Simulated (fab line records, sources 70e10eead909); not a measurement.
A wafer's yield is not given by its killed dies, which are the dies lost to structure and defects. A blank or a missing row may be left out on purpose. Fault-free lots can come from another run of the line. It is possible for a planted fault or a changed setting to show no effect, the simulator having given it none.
Shared-tool check -- flow nand-harc -- Lots sampled 14, wafers sampled 42

## THE REASON FOR OPENING IT
On 2 of the 14 lots, a flag is raised at NHARC_A_ONON_D1_THK_MEAS_14 on the reading thk-nm. No-fault wafers: 998 nm, standard deviation 8.3.
Rule: a lot is flagged when every wafer of it that has a number lies more than 4 standard deviations from that mean, or none has a number. As for the other lots, they are considered sound.

lot,measured,on,"thk-nm (nm), wafer by wafer",flag
L205,day 7 22:03,film-metro-02,1014 1014 1012,
L208,day 8 16:35,film-metro-01,993 994 995,
L210,day 9 04:19,film-metro-02,1003 1003 1004,
L209,day 9 04:20,film-metro-01,1011 1013 1011,
L212,day 9 13:12,film-metro-01,1002 1003 1004,
L214,day 10 00:27,film-metro-02,1004 1003 1003,
L213,day 10 00:28,film-metro-01,1004 1004 1003,
L215,day 10 17:04,film-metro-01,1004 1002 1002,
L216,day 10 17:07,film-metro-02,993 994 993,
L218,day 11 05:40,film-metro-01,1000 1000 1000,
L223,day 12 12:37,film-metro-01,1004 1003 1003,
L224,day 12 12:37,film-metro-01,419 419 419,FLAGGED
L226,day 12 21:05,film-metro-02,430 429 430,FLAGGED
L225,day 12 21:06,film-metro-01,980 980 980,
Average over the flagged lots: 424 nm; offset from the usual -574 nm, equal to -69 standard deviations.

## WHICH TOOL RAN EACH LOT
2 process steps preceding the reading are held in the record, out of 1159 steps in the route. In each cell: the tool, then ch and the chambers that the sampled wafers went through, then the start.
lot,flag,NHARC_P_BONDPAD_ACTIVATE_29,NHARC_A_ONON_D1_DEP_12
L205,,"rie-diel-03 ch 0,1,2, day 6 19:43","pecvd-onon-04 ch 0, day 7 21:36"
L208,,"rie-diel-03 ch 0,1,3, day 7 13:56","pecvd-onon-02 ch 0, day 8 16:11"
L210,,"rie-diel-03 ch 0,1,3, day 8 00:55","pecvd-onon-02 ch 0, day 9 03:52"
L209,,"rie-diel-03 ch 0,1,3, day 7 21:56","pecvd-onon-04 ch 0, day 9 03:49"
L212,,"rie-diel-03 ch 2,3, day 8 11:10","pecvd-onon-04 ch 0, day 9 12:45"
L214,,"rie-diel-13 ch 1,2,3, day 8 23:06","pecvd-onon-04 ch 0, day 9 23:56"
L213,,"rie-diel-03 ch 0,2,3, day 8 22:07","pecvd-onon-01 ch 0, day 10 00:00"
L215,,"rie-diel-13 ch 1,2,3, day 9 12:01","pecvd-onon-01 ch 0, day 10 16:34"
L216,,"rie-diel-03 ch 0,3, day 9 14:29","pecvd-onon-04 ch 0, day 10 16:36"
L218,,"rie-diel-13 ch 0,1,2, day 9 22:29","pecvd-onon-02 ch 0, day 11 05:08"
L223,,"rie-diel-03 ch 1,2,3, day 11 10:46","pecvd-onon-01 ch 0, day 12 12:10"
L224,FLAGGED,"rie-diel-03 ch 0,1,3, day 11 11:13","pecvd-onon-04 ch 0, day 12 12:07"
L226,FLAGGED,"rie-diel-03 ch 0,2,3, day 11 19:16","pecvd-onon-04 ch 0, day 12 20:41"
L225,,"rie-diel-03 ch 1,2, day 11 19:33","pecvd-onon-02 ch 0, day 12 20:39"
What the steps here do:
- NHARC_P_BONDPAD_ACTIVATE_29: chemistry N2, time 60 s.
- NHARC_A_ONON_D1_DEP_12: target thk 1000 nm.
- NHARC_A_ONON_D1_THK_MEAS_14: measures by ellipsometry.

## FLAGGED OVER TOTAL, TOOL BY TOOL (the gauges that took the reading come last)
step,tool,lots run,flagged,share of the flagged lots,sound lots run after its first flagged lot
NHARC_P_BONDPAD_ACTIVATE_29,rie-diel-03,11,2,all,1 (L225)
NHARC_P_BONDPAD_ACTIVATE_29,rie-diel-13,3,0,none,-
NHARC_A_ONON_D1_DEP_12,pecvd-onon-01,3,0,none,-
NHARC_A_ONON_D1_DEP_12,pecvd-onon-02,4,0,none,-
NHARC_A_ONON_D1_DEP_12,pecvd-onon-04,7,2,all,0
NHARC_A_ONON_D1_THK_MEAS_14,film-metro-01,9,1,some,1 (L225)
NHARC_A_ONON_D1_THK_MEAS_14,film-metro-02,5,1,some,0

## WHAT THE TABLE PERMITS
Every flagged lot went through 2 rows of the table: rie-diel-03 at NHARC_P_BONDPAD_ACTIVATE_29 and pecvd-onon-04 at NHARC_A_ONON_D1_DEP_12.
- rie-diel-03 at NHARC_P_BONDPAD_ACTIVATE_29 ran 11 lots, 2 of them flagged. Sound lots followed the first flagged one (L225) on it, something a lasting fault affecting the whole tool could not allow.
- pecvd-onon-04 at NHARC_A_ONON_D1_DEP_12 ran 7 lots, 2 of them flagged. It ran its last sound lot, L216, at day 10 16:36 and its first flagged lot, L224, at day 12 12:07: a fault with its onset between the two fits.
Just one tool remains: pecvd-onon-04 at NHARC_A_ONON_D1_DEP_12.

## WHAT THE SIMULATOR HAD PUT IN
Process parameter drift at NHARC_A_ONON_D1_DEP_12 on pecvd-onon-04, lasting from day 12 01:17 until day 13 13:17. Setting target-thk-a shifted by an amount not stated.
Struck lots among those shown: L224, L226. The rule above found the same.
